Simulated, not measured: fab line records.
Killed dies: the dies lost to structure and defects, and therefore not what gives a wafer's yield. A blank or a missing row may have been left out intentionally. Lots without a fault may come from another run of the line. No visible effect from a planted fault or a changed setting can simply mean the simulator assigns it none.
fab line records	flow nand_harc
record: lots: 6	wafers: 18	last_day: 24
route steps=1159 shown A_SLIT@802 A_SIN_REMOVE@804 A_WL_FILL@809 END@1159
lots with no fault: from the same line, run without faults
start_h: the number of hours between the record's first day and the start of the first shown wafer of the lot	wait_h: hours since the lot's step before	" repeats the value in the row above	L1.1+2: one row covering several wafers at once	- no value present, or no start provided	* or withheld: withheld	< > ~ a bound
route shown NAME@n: a module of which the file shows steps, and the number in the route of the first	usual: average and standard deviation across the fault-free wafers	same: alike in all rows	chamber/n: place in a boat	sites: per-site readings	_std_site: standard deviation across them	_edge_site: the outer-site mean with the inner-site mean subtracted	radius_mm: how far each site lies from the wafer's centre	mask NAME#n: copy n	behind: tool/chamber where the wafer was last shaped	hold: the reason the lot was held/the length of the hold in hours/how it ended	device: which transistor (n, p or np) failed to switch	end of line: tests run on the same wafers once the route is complete	where a step has no rows: the recipe by itself	killed: the dies lost at the first sort to structure and to defects; this is not the yield of the wafer	map: per-die view of a wafer (x killed, . not killed, _ where there is no die)
set.NAME: the run value of the setting; set.NAME@STEP: its run value at that earlier step	model.NAME: the simulator's own value behind a step, which no gauge read
lots seen at some steps along the route; tables by step, rows by wafer
services: a tool's chamber out of use, with start hour (start_h, from the record's first day; less than 0 if before it), hours out, and reason
== steps ==
step: NHARC_A_SLIT_SRD_20
step: NHARC_A_SLIT_CD_MEAS_21
usual: cd_nm: 289.8/0.81
lot.wafer	tool	chamber	start_h	wait_h	cd_nm
L116.2	cd_sem-01	-	350.26	-	288.7
L116.5	"	-	"	"	290.3
L116.6	"	-	"	"	289.0
L121.1	cd_sem-01	-	377.96	-	288.2
L121.3	"	-	"	"	290.3
L121.5	"	-	"	"	288.9
L120.2	cd_sem-02	-	379.63	-	290.1
L120.3	"	-	"	"	290.0
L120.5	"	-	"	"	289.1
L132.1	cd_sem-01	-	442.99	-	289.8
L132.2	"	-	"	"	290.8
L132.4	"	-	"	"	290.7
L129.2	cd_sem-03	-	443.57	-	290.4
L129.5	"	-	"	"	289.3
L129.6	"	-	"	"	290.4
L133.3	cd_sem-01	-	456.82	-	288.3
L133.5	"	-	"	"	289.4
L133.6	"	-	"	"	290.4
step: NHARC_A_SIN_REMOVE_WET_00
recipe: temp_c: 160	time_s: 15300	chemistry: H3PO4
step: NHARC_A_SIN_REMOVE_PRECLEAN_01
recipe: time_s: *	temp_c: 50	bath_age_min: 0	chemistry: SC1
step: NHARC_A_SIN_REMOVE_SRD_02
step: NHARC_A_SIN_REMOVE_INSPECT_04
usual: raw_defect_count: 291/77
lot.wafer	tool	chamber	start_h	wait_h	raw_defect_count
L116.2	defect_inspect-02	-	355.81	0.0	135
L116.5	"	-	"	"	187
L116.6	"	-	"	"	193
L120.2	defect_inspect-01	-	386.23	0.1	201
L120.3	"	-	"	"	218
L120.5	"	-	"	"	171
L121.1	defect_inspect-02	-	386.23	0.1	298
L121.3	"	-	"	"	469
L121.5	"	-	"	"	277
L129.2	defect_inspect-02	-	450.71	0.0	285
L129.5	"	-	"	"	346
L129.6	"	-	"	"	197
L132.1	defect_inspect-01	-	450.71	0.0	277
L132.2	"	-	"	"	223
L132.4	"	-	"	"	204
L133.3	defect_inspect-02	-	464.43	0.0	456
L133.5	"	-	"	"	398
L133.6	"	-	"	"	299
step: NHARC_A_WL_FILL_ALD_00
recipe: target_thk_a: 30	pulse_time_s: 3	ald_cycles: 30	temp_c: 300	material: Al2O3
usual: heater_power_w: 496/48	precursor_pulse_height_rel: 0.998/0.021
lot.wafer	tool	chamber	start_h	wait_h	heater_power_w	precursor_pulse_height_rel
L116.2	ald_hk-02	0	355.87	0.1	564	1.004
L116.6	"	0	"	"	541	0.996
L116.5	"	1	"	"	501	1.001
L120.2	ald_hk-03	0	386.43	0.2	419	0.987
L120.3	"	3	"	"	473	1.056
L120.5	"	1	"	"	498	1.018
L121.3	ald_hk-02	2	386.48	0.3	505	1.011
L121.1	"	0	"	"	561	1.000
L121.5	"	3	"	"	443	0.992
L132.1	ald_hk-02	3	450.77	0.1	456	0.963
L132.2	"	1	"	"	495	1.001
L132.4	"	2	"	"	505	0.987
L129.2	ald_hk-01	3	450.83	0.1	447	1.011
L129.5	"	1	"	"	505	0.999
L129.6	"	2	"	"	522	0.993
L133.3	ald_hk-03	3	464.57	0.1	470	1.001
L133.5	"	0	"	"	407	1.003
L133.6	"	1	"	"	519	0.991
step: NHARC_A_WL_FILL_RTA_01
recipe: temp_c: 1000	time_s: 5
usual: lamp_power_pct: 33.8/0.84	lamp_zone_7_pct: 34.3/0.85	wafer_temp_C_max: 1004.2/0.85
lot.wafer	tool	chamber	start_h	wait_h	lamp_power_pct	lamp_zone_7_pct	wafer_temp_C_max
L116.2	rtp_anneal-02	0	356.35	-	34.7	35.3	1004.7
L116.5	"	0	"	"	34.7	35.3	1005.3
L116.6	"	0	"	"	34.7	35.3	1003.8
L120.2	rtp_anneal-02	0	386.72	-	34.7	35.2	1004.1
L120.3	"	0	"	"	34.8	35.3	1006.8
L120.5	"	0	"	"	34.7	35.3	1004.7
L121.1	rtp_anneal-01	0	386.75	-	33.0	33.5	1005.2
L121.3	"	0	"	"	33.1	33.6	1003.7
L121.5	"	0	"	"	33.1	33.6	1003.7
L132.1	rtp_anneal-01	0	451.04	-	33.0	33.6	1005.2
L132.2	"	0	"	"	33.1	33.5	1003.8
L132.4	"	0	"	"	33.0	33.6	1004.8
L129.2	rtp_anneal-02	0	451.07	-	34.7	35.2	1005.0
L129.5	"	0	"	"	34.7	35.2	1004.6
L129.6	"	0	"	"	34.7	35.3	1004.9
L133.3	rtp_anneal-01	0	464.81	-	33.0	33.6	1003.6
L133.5	"	0	"	"	33.0	33.6	1004.5
L133.6	"	0	"	"	33.0	33.5	1003.8
step: NHARC_A_WL_FILL_ALD_02
recipe: target_thk_a: 20	pulse_time_s: 3	ald_cycles: 100	temp_c: 450	material: TiN
usual: heater_power_w: 1080/88	precursor_pulse_height_rel: 1.000/0.02
lot.wafer	tool	chamber	start_h	wait_h	heater_power_w	precursor_pulse_height_rel
L116.2	ald_metal-04	2	356.64	0.3	1046	0.957
L116.5	"	0	"	"	964	0.953
L116.6	"	1	"	"	1208	1.005
L120.2	ald_metal-01	3	386.91	0.2	1257	1.009
L120.3	"	0	"	"	1027	0.980
L120.5	"	0	"	"	987	1.007
L121.1	ald_metal-04	3	386.97	0.2	1148	0.978
L121.3	"	2	"	"	1020	0.995
L121.5	"	3	"	"	1143	1.002
L129.2	ald_metal-04	0	451.29	0.2	982	0.998
L129.5	"	3	"	"	1211	1.000
L129.6	"	0	"	"	1019	0.997
L132.1	ald_metal-02	1	451.30	0.2	1021	0.999
L132.4	"	2	"	"	929	0.988
L132.2	"	3	"	"	1133	0.992
L133.3	ald_metal-04	0	464.97	0.1	1003	1.033
L133.6	"	0	"	"	1022	1.028
L133.5	"	1	"	"	1152	1.017
step: NHARC_A_WL_FILL_CVD_03
recipe: target_thk_a: 400	temp_c: 300	pressure_torr: 40	wf6_flow_sccm: 40	h2_flow_sccm: 1600	ar_flow_sccm: 1560	time_s: 3302	material: W
usual: heater_power_w: 442/31	throttle_valve_pct: 7.8/0.36
lot.wafer	tool	chamber	start_h	wait_h	heater_power_w	throttle_valve_pct
L116.2	cvd_w-01	0	364.38	7.4	449	8.0
L116.6	"	1	365.80	8.8	416	8.2
L116.5	"	0	"	"	464	7.8
L120.2	cvd_w-02	1	396.24	9.0	494	7.3
L120.3	"	0	397.66	10.4	405	7.9
L120.5	"	0	"	"	410	8.0
L121.1	cvd_w-01	0	399.24	11.9	455	7.8
L121.3	"	0	"	"	448	8.0
L121.5	"	0	"	"	449	7.9
L129.2	cvd_w-02	1	457.14	5.5	501	7.4
L129.5	"	1	459.05	7.4	487	7.2
L129.6	"	0	"	"	409	7.9
L132.2	cvd_w-02	1	460.01	8.4	507	7.2
L132.1	"	0	"	"	413	7.7
L132.4	"	0	"	"	414	7.9
L133.3	cvd_w-01	1	467.13	1.8	425	8.4
L133.5	"	1	"	"	432	8.2
L133.6	"	0	"	"	447	7.8
step: NHARC_A_WL_FILL_ETCHBACK_04
recipe: target_depth_a: 600	time_s: 120	chemistry: NF3
usual: drypump_motor_current_A: 5.8/0.54	oes_product_au: 1.000/0.0095	run_length_s: 141.1/0.39
lot.wafer	tool	chamber	start_h	wait_h	drypump_motor_current_A	oes_product_au	rf_hours_counter_h	run_length_s
L116.2	rie_metal-02	0	367.23	2.4	6.3	0.994	3.9	141.1
L116.5	"	0	"	"	6.3	1.001	-	141.3
L116.6	"	1	"	"	5.2	0.997	-	140.7
L120.2	rie_metal-01	1	399.56	2.8	5.7	1.026	1.5	140.6
L120.3	"	0	"	"	6.5	0.996	-	141.3
L120.5	"	0	"	"	6.5	1.004	-	101.8
L121.1	rie_metal-01	1	402.08	2.4	5.7	0.999	1.8	140.7
L121.3	"	0	"	"	6.5	0.986	-	141.4
L121.5	"	1	"	"	5.7	0.997	-	101.5
L129.2	rie_metal-01	0	460.53	2.9	6.6	1.005	3.5	141.8
L129.5	"	1	"	"	5.7	1.022	-	140.7
L129.6	"	0	"	"	6.5	1.013	-	141.3
L132.2	rie_metal-03	1	463.31	2.8	5.8	1.007	0.0	140.7
L132.1	"	0	"	"	5.1	0.993	0.0	141.2
L132.4	"	1	"	"	5.8	1.001	-	140.6
L133.3	rie_metal-02	0	469.61	2.0	6.4	1.000	-	141.1
L133.6	"	1	"	"	5.2	1.005	-	140.8
L133.5	"	0	"	"	6.4	1.001	-	141.3
step: NHARC_A_WL_FILL_ETCHBACK_05
recipe: target_depth_a: 220	time_s: 60	temp_c: 40	chemistry: Cl2/BCl3
usual: drypump_motor_current_A: 5.8/0.54	oes_product_au: 0.999/0.009	run_length_s: 81.1/0.34
lot.wafer	tool	chamber	start_h	wait_h	drypump_motor_current_A	oes_product_au	rf_hours_counter_h	run_length_s
L116.2	rie_metal-02	0	367.47	0.2	6.3	1.001	4.0	81.2
L116.5	"	0	"	"	6.4	1.000	-	81.6
L116.6	"	1	"	"	5.1	0.985	-	81.1
L120.2	rie_metal-01	0	399.81	0.2	6.6	0.990	1.7	81.2
L120.3	"	1	"	"	5.7	0.999	-	80.7
L120.5	"	1	"	"	5.7	0.999	-	80.5
L121.1	rie_metal-01	0	402.33	0.2	6.6	0.997	1.9	81.5
L121.3	"	0	"	"	6.5	0.995	-	81.6
L121.5	"	0	"	"	6.5	0.989	-	81.3
L129.2	rie_metal-01	0	460.75	0.2	6.5	1.005	3.7	81.7
L129.5	"	1	"	"	5.7	1.015	-	80.9
L129.6	"	0	"	"	6.6	1.012	-	81.5
L132.1	rie_metal-03	1	463.56	0.2	5.7	0.999	0.1	80.7
L132.2	"	0	"	"	5.1	0.989	0.1	81.1
L132.4	"	1	"	"	5.7	1.003	-	81.1
L133.3	rie_metal-02	0	469.77	0.1	6.3	0.997	-	81.3
L133.5	"	0	"	"	6.3	0.990	-	81.3
L133.6	"	1	"	"	5.1	1.002	-	81.0
step: NHARC_END_SORT_01
recipe: temp_c: 25
usual: killed_at_array: 28/11	killed_at_other: 0.5/0.85	killed_at_periphery: 2.7/1.9	killed_dies: 32/12	killed_open: 3.3/1.6	killed_short: 2.1/1.5
same: gross_dies: 677
lot.wafer	tool	chamber	start_h	wait_h	killed_at_array	killed_at_other	killed_at_periphery	killed_dies	killed_open	killed_short
L120.2	prober-02	0	494.06	2.8	21	1	4	26	3	4
L120.3	prober-02	0	494.86	3.1	15	1	2	18	2	0
L120.5	prober-02	0	496.47	3.7	268	0	3	271	4	3
L121.5	prober-01	0	516.11	3.7	283	3	2	288	2	3
killed by level:class
L120.2 A_CONTACT:chamber_film_flake=4 P_GATE:chamber_film_flake=3 A_CHANNEL_HOLE_D1:chamber_film_flake=3 A_STAIRCASE:chamber_film_flake=3 A_SOURCE_PLATE:geometric_particle:short=2 A_WL_FILL:geometric_particle:short=2 A_WL_FILL:geometric_particle:open=2 A_WL_FILL:chamber_film_flake=2
L120.3 A_BONDPAD:chamber_film_flake=4 A_CHANNEL_HOLE_D1:chamber_film_flake=3 A_CONTACT:chamber_film_flake=3 A_M0:geometric_particle:open=2 P_GATE:chamber_film_flake=2 A_CHANNEL_FILL_D1:chamber_film_flake=1 A_SLIT:chamber_film_flake=1 A_WL_FILL:chamber_film_flake=1
L120.5 A_WL_FILL:area_etchback=252 A_CONTACT:chamber_film_flake=6 A_BONDPAD:chamber_film_flake=3 P_CONTACT:geometric_particle:open=2 A_WL_FILL:geometric_particle:short=2 A_CHANNEL_HOLE_D1:chamber_film_flake=2 P_GATE:geometric_particle:short=1 A_SOURCE_PLATE:geometric_particle:open=1
L121.5 A_WL_FILL:area_etchback=270 A_CHANNEL_FILL_D1:chamber_film_flake=5 A_CHANNEL_FILL_D1:geometric_particle:short=2 THIN_TSV:chamber_film_flake=2 P_CONTACT:geometric_particle:open=1 A_CHANNEL_HOLE_D1:geometric_particle:open=1 STARTING-WAFER:geometric_particle:short=1 P_STI:chamber_film_flake=1
map L120.5 (x killed, . not)
____________x____________
_________..x.xx._________
_______.......x.x._______
______...x.xxx.x...______
_____.x.xxx....xxxxx_____
____x..xx...x.x.x..xx____
____x.x.x...x..x...xx____
___.x......xx..x..x.xx___
___......xxxx.xx.....x___
__x.x..........x..xx.x.__
__.x....x.xxx....x.xxxx__
_xx...xxxxxx..x..x..xx.x_
_...xx.x.xx.x.xx....x..x_
_xxx.....x.x.xx...x..xxx_
_.x..x...xx..x.x.x.....x_
_........x......xxxxxxxx_
.x.xx.x.x...xx.x..xxxx.xx
.x..x.x.....x.x..xx..xxx.
...x...x.....x...xx.xxxxx
....x..xxx....x..xxx.xx.x
...x......x..x.x..x..x..x
_x..........x..xx...x..x_
_x......x.xx...x.x.xxxxx_
_.x.....x.x.........x.xx_
_x...x...x..x.....xx..xx_
_x...x.x.xxxx..xx.....xx_
__...x...x....x.xxx..xx__
__x.........xxxxx...xxx__
___....xx...x.x.x...x.___
___..x.x.........xx.x.___
____.x....x.x..x...x.____
____..x.x.xx....x...x____
_____x..x.xxx.xx.x.._____
______.......x..x..______
_______x.xxx.xx.x._______
_________x.xx.xx_________
____________.____________
map L121.5 (x killed, . not)
____________x____________
_________x.x.xxx_________
_______xxx..xxxx.x_______
______x.xxxxxx.xxxx______
_____x.x...xx..x.xx._____
____.xx..xxxxx.....xx____
____xxxxx....x.x.x.xx____
___xx.xx............xx___
___.x.xxx..xx.x.x...x.___
__x.xxx...xxx..xxx..xxx__
__x.x...x.x...x.x...xxx__
_x...x..x.....xx.x.x.xx._
_.xx........xxx.x..xxx.x_
_xxxxxx.x..xxx........xx_
_....x............x..xxx_
_..xxxx..xx.......xx.xxx_
x.x..x....x....xx....xxxx
..xxx.........x..xx.....x
.x...x.......x...xx.xxxxx
xxx....x...x....xxxxx....
.x.........xxx.....x..x.x
_.xx....xx...x..x.x..xx._
_...x..........xx....xxx_
_x..x.x......xx...x...xx_
_........x.x...x.....xx._
_.xx....xx.x......xxxxx._
__..xx..xx......x..xx.x__
__xxx...xx.x.xx.xx.x..x__
___xx..........x...x.x___
___xxxx......x......xx___
____.xx...xx....x..x.____
____xx....xxxx..xxxxx____
_____x..x.x.xxx.xxxx_____
______x.......x....______
_______xxxxx....x._______
_________x..x..x_________
____________x____________
== services ==
tool	chamber	start_h	hours	kind
rie_metal-01	-	332.00	9.0	pm
rie_metal-01	0	332.00	9.0	vent_cycle
rie_metal-01	1	332.00	9.0	vent_cycle
rie_metal-02	0	333.07	9.4	repair
rie_metal-01	0	341.00	-	clean
rie_metal-01	1	341.00	-	clean
ald_metal-02	-	364.00	10.0	pm
cvd_w-02	-	378.93	13.0	pm
rie_metal-02	-	388.00	9.0	pm
rie_metal-02	0	388.00	9.0	vent_cycle
rie_metal-02	1	388.00	9.0	vent_cycle
rie_metal-02	0	397.00	-	clean
rie_metal-02	1	397.00	-	clean
ald_metal-04	-	406.00	10.0	pm
ald_metal-04	0	406.00	10.0	vent_cycle
ald_metal-04	1	406.00	10.0	vent_cycle
ald_metal-01	3	408.07	18.1	repair
ald_metal-04	1	427.43	10.6	repair
ald_metal-04	-	437.99	1.7	repair
rie_metal-02	1	449.15	17.2	repair
rie_metal-03	-	453.25	9.0	pm
ald_metal-01	-	458.35	10.0	pm
ald_hk-02	-	459.52	10.0	pm
rie_metal-01	-	464.64	0.2	repair
== key ==
first_sign: step: NHARC_A_WL_FILL_ETCHBACK_04	reading: run_length_s	direction: down	sigmas: 99+	usual: *	struck: *
effect: step: NHARC_END_SORT_01	reading: killed_at_array	direction: up	sigmas: 22	usual: 28	struck: 276
more_kills_born_at: NHARC_A_WL_FILL_ETCHBACK_04@rie_metal-01: 522
met_at NHARC_A_WL_FILL_ETCHBACK_04
struck_wafers L120.5,L121.5
tester_left_out L120,L121
fault: kind: process_parameter_drift	tool: rie_metal-01	chamber: -	onset_h: 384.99	steps: NHARC_A_WL_FILL_ETCHBACK_04	channel: time_s	offset: *	shape: step	end_h: 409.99	scope: struck_wafers_only	acts_in: *	stated: *
tester_left_out: of these lots the tester's yield and bins aren't shown, on N5 and GAA mostly nor the transistor test; their killed dies are dies lost to structure and defects alone, not to doping, threshold or leakage, so they don't give the yield
